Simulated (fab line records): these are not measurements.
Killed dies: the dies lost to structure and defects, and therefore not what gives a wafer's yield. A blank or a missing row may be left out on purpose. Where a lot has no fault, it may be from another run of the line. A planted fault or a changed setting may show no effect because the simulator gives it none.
A lot that was struck, set against a sound lot    flow nand_harc    17 out of 1302 route steps
Sound: wafers L693.3, L693.5, L693.6. Struck: wafers L698.1, L698.2, L698.4. The cause is named last.
Order at every step that has rows: each side's tool, ch and its chambers, its first start. Under that, the readings that differ: sound wafers    struck wafers    difference of the means    sigmas: that difference in standard deviations of wafers without a fault.
alike: readings whose means differ by less than 2 such deviations, and words and numbers that are the same on both sides. not compared: withheld readings, readings that some wafer has no value for, bounds like >300 that may hide the same value, and numbers for which the record gives no deviation and whose values overlap.
A row with sigmas, a row that says differs or no value, or rows on one side alone: a step with any of these is where the two part. Non-overlapping numbers with no deviation appear without sigmas and do not part them. A reading missing from all wafers of one side parts the sides only when that side holds two or more wafers.

NHARC_P_ZERO_WELL_CD_MEAS_11: target cd 500 nm.
  sound on cd_sem-01 ch 0, day 5 15:37; struck on cd_sem-01 ch 0, day 7 17:14
  alike: cd_nm
then, 1 step without rows for these wafers: NHARC_P_ZERO_WELL_HARDBAKE_12 (time 65 s).
NHARC_P_ZERO_WELL_DESCUM_13: chemistry O2, time 3 s.
  sound on rie_diel-10 ch 1,2, day 5 15:46; struck on rie_diel-10 ch 1,3, day 7 17:23
  alike: drypump_motor_current_A, oes_product_au, rf_vpp_V, showerhead_plenum_p_Torr, throttle_valve_pct
  not compared: rf_hours_counter_h
NHARC_P_ZERO_WELL_ETCH_65: etches the open film in N2/H2, target depth 80 nm, overetch 24 nm, time 87.88 s.
  sound on rie_diel-10 ch 0,1, day 5 15:52; struck on rie_diel-10 ch 2,3, day 7 17:29
  alike: drypump_motor_current_A, oes_product_au, rf_vpp_V, showerhead_plenum_p_Torr, throttle_valve_pct
  not compared: rf_hours_counter_h
NHARC_P_ZERO_WELL_ETCH_62: etches the open film in CHF3/Ar, target depth 13 nm, time 6.5 s.
  sound on rie_diel-10 ch 2,3; struck on rie_diel-10 ch 1,2,3
  alike: drypump_motor_current_A, oes_product_au, rf_vpp_V, showerhead_plenum_p_Torr, throttle_valve_pct
  not compared: rf_hours_counter_h
NHARC_P_ZERO_WELL_ETCH_63: etches the open film in HBr/Cl2, target depth 120 nm, time 40.1 s.
  sound on rie_si-06 ch 0,1, day 5 16:02; struck on rie_si-04 ch 0,2,3, day 7 17:42
  alike: drypump_motor_current_A, oes_product_au, throttle_valve_pct
  not compared: rf_hours_counter_h
then, 6 steps without rows for these wafers: NHARC_P_ZERO_WELL_STRIP_15 (strips in SPM, time 900 s); NHARC_P_ZERO_WELL_DEHYDRATE_16 (time 120 s); NHARC_P_ZERO_WELL_HMDS_17 (time 30 s); NHARC_P_ZERO_WELL_COAT_18; NHARC_P_ZERO_WELL_SOFTBAKE_19 (time 95 s); NHARC_P_ZERO_WELL_EBR_20.
NHARC_P_ZERO_WELL_EXPOSE_21: exposes mask P NWELL, target cd 720 nm.
  sound on krf_scanner-04 ch 0, day 5 16:49; struck on krf_scanner-04 ch 0, day 7 18:27
reading  sound                          struck                         difference  sigmas
mask     P_NWELL#0 P_NWELL#0 P_NWELL#0  P_PWELL#0 P_PWELL#0 P_PWELL#0  differs     
  alike: reticle_temp_C
then, 2 steps without rows for these wafers: NHARC_P_ZERO_WELL_PEB_22 (peb time 85 s); NHARC_P_ZERO_WELL_DEVELOP_23 (time 70 s).
NHARC_P_ZERO_WELL_CD_MEAS_24: target cd 720 nm.
  sound on cd_sem-01 ch 0, day 5 16:58; struck on cd_sem-01 ch 0, day 7 18:37
reading     sound              struck  difference                     sigmas
cd_nm (nm)  715.8 718.8 718.5  - - -   no value on the struck wafers  
then, 1 step without rows for these wafers: NHARC_P_ZERO_WELL_HARDBAKE_25 (time 80 s).

WHERE THEY PART
First at NHARC_P_ZERO_WELL_EXPOSE_21; last, within this record, at NHARC_P_ZERO_WELL_CD_MEAS_24.

WHY: what had been put in by the simulator
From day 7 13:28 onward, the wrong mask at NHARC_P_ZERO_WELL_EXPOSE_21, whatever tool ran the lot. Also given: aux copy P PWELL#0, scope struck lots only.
